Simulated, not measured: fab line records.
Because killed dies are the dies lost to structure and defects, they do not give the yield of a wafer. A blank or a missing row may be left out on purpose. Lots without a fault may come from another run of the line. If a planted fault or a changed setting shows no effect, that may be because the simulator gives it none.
A struck lot beside a sound one    flow n5-finfet    19 steps out of a route of 1938
Sound: the wafers L363.2, L363.4, L363.6. Struck: wafer L371.1. (L371.2, L371.6 of the same lot were not struck and are left out.) The cause comes at the end.
Per side, at each step with rows, come the tool, then ch with its chambers, and then its first start. Under that, the readings that differ: sound wafers    struck wafers    difference of the means    sigmas: that difference in standard deviations of wafers without a fault.
alike: readings with means less than 2 such deviations apart, plus words and numbers identical on both sides. not compared: withheld readings, readings lacking a value on some wafer, bounds such as >300 that could conceal the same value, and numbers that have no deviation in the record and whose values overlap.
A row with sigmas, a row that says differs or no value, or rows on one side alone: a step with any of these is where the two part. Numbers that have no deviation but don't overlap get no sigmas and don't part them. A reading that every wafer of one side lacks parts them only if that side has two wafers or more.

first, 3 steps without rows for these wafers: N5_BEOL_M13_ETCH_67 (etches SiARC in CF4, target depth 143 nm, time 238.3 s); N5_BEOL_M13_ETCH_68 (etches SOC in N2/H2, time 355 s); N5_BEOL_M13_STRIP_69 (strips in N2/H2).
N5_BEOL_M13_TRENCH_ETCH_34: etches SiOC in C4F8/O2/Ar, target depth 413.47 nm, time 162.6 s.
  sound on rie-diel-05 ch 1,2, day 10 02:38; struck on rie-diel-05 ch 1, day 13 14:20
  alike: drypump-motor-current-A, oes-product-au, rf-vpp-V, showerhead-plenum-p-Torr, throttle-valve-pct
  not compared: rf-hours-counter-h
then, 1 step without rows for these wafers: N5_BEOL_M13_STRIP_70 (strips in C4F8/O2/Ar).
N5_BEOL_M13_OCD_MEAS_35:
  struck on ocd-02, day 13 14:31; sound on ocd-02, day 10 02:49
  alike: trench-depth-nm
N5_BEOL_M13_STRIP_37: strips in N2/H2.
  sound on plasma-asher-01 ch 0,1, day 10 02:50; struck on plasma-asher-01 ch 0, day 13 14:34
  alike: drypump-motor-current-A, heater-power-w, oes-product-au
  not compared: rf-hours-counter-h
then, 3 steps without rows for these wafers: N5_BEOL_M13_ETCH_38 (etches SiCN in CF4/N2, target depth 67.5 nm, time 71.9 s); N5_BEOL_M13_PRECLEAN_39 (cleans in residue remover, time 60 s); N5_BEOL_M13_SRD_40 (time 30 s, dry time 30 s).
N5_BEOL_M13_DEGAS_41: time 60 s.
  struck on pvd-sputter-02, day 13 14:59; sound on pvd-sputter-02, day 10 03:20
  alike: heater-power-w
N5_BEOL_M13_PRE_CLEAN_42: time 30 s.
  struck on pvd-sputter-02, day 13 15:02; sound on pvd-sputter-02, day 10 03:23
  alike: heater-power-w
N5_BEOL_M13_SPUTTER_43: material TaN, target thk 15 nm, time 24.19 s.
  struck on pvd-sputter-02, day 13 15:04; sound on pvd-sputter-02, day 10 03:25
reading                                       sound           struck  difference  sigmas
model.TaN_of_BEOL_M13_SPUTTER_43.thk-nm (nm)  15.2 15.2 15.2  5.6     -9.6        
  alike: throttle-valve-pct
N5_BEOL_M13_SPUTTER_44: material Ta, target thk 10 nm, time 16.13 s.
  struck on pvd-sputter-02, day 13 15:09; sound on pvd-sputter-02, day 10 03:30
  alike: throttle-valve-pct
then, 3 steps without rows for these wafers: N5_BEOL_M13_SPUTTER_45 (material Cu, target thk 80 nm, time 13.33 s); N5_BEOL_M13_ECD_47 (material Cu, target thk 936 nm); N5_BEOL_M13_ANNEAL_48 (time 90 s).
N5_BEOL_M13_CMP_49: polishes, stops on SiOC, t overpolish 17.1 s, target thk 420 nm.
  sound on cmp-03 ch 2,3, day 10 04:24; struck on cmp-03 ch 0, day 13 16:08
reading                                  sound              struck  difference  sigmas
barrier-field-endpoint-s (s)             30.5 30.4 30.5     18.5    -12.0       -19
model.Cu_of_BEOL_M13_ECD_47.thk-nm (nm)  416.8 418.6 418.8  421.2   +3.1        
  alike: motor-current-A, slurry-filter-dp-kPa
N5_BEOL_M13_THK_MEAS_50: measures by xrf.
  struck on film-metro-01, day 13 16:26; sound on film-metro-02, day 10 04:41
  alike: M13_THK

## WHERE THEY PART
N5_BEOL_M13_CMP_49 only, going by this record. Later steps at which nothing parts them and some readings are alike: N5_BEOL_M13_THK_MEAS_50.

WHY: what had been put in by the simulator
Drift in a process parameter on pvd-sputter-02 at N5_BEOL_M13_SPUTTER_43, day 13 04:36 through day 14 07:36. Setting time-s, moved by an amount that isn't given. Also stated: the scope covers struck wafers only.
